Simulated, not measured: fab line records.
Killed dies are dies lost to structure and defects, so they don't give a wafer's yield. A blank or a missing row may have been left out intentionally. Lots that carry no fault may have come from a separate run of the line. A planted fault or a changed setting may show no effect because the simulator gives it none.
The tool behind it: which one? | flow n5_finfet | 11 lots, 33 wafers sampled, at 1 step of a route of 1938

== WHAT EACH GAUGE READ, for each wafer ==
N5_ZERO_LAYER_CD_MEAS_11: the cd target is 2000 nm.
lot  | measured    | on        | cd_nm (nm)
L075 | day 1 18:38 | cd_sem-01 | 1999.3 2000.9 2001.7
L077 | day 2 06:38 | cd_sem-01 | 2001.0 2001.2 2000.4
L079 | day 2 18:46 | cd_sem-02 | 2000.6 2002.5 2003.1
L081 | day 3 06:38 | cd_sem-02 | 1999.7 2000.9 1996.8
L083 | day 3 19:29 | cd_sem-01 | 2001.8 1998.9 2002.2
L085 | day 4 06:46 | cd_sem-03 | 1999.8 1999.4 1999.8
L087 | day 4 18:59 | cd_sem-03 | 2000.5 2003.5 2000.4
L090 | day 5 12:46 | cd_sem-01 | 1999.5 1998.4 1999.2
L092 | day 6 00:38 | cd_sem-01 | 2000.4 1998.9 2001.0
L094 | day 6 12:46 | cd_sem-02 | 1997.9 1998.9 1998.6
L096 | day 7 00:47 | cd_sem-01 | 2000.9 1999.1 2000.0

== EACH LOT AND THE TOOL THAT RAN IT (in order: tool; ch and the chambers of the sampled wafers; start) ==
Before these readings, the record contains no process step.

== THE ANSWER, worked out from the rows above alone ==
Rule: the usual values come from the lots themselves. Put in order of their means at a reading, lots are off if they are a third of the lots or fewer, leave a main group of 4 or more, and stand apart from it by a gap of 3 or more times the standard deviation of the main group's means; of several such gaps the widest counts. A main group is skipped when, at the precision printed for the reading in the tables above, its means are all equal. A lot without any number at a reading at which 4 lots or more have one is off too. Any other lot the step has rows for is counted as sound.
Across all readings shown, no lot is off: no conclusion can be drawn from this.

== WHAT THE SIMULATOR HAD PUT IN ==
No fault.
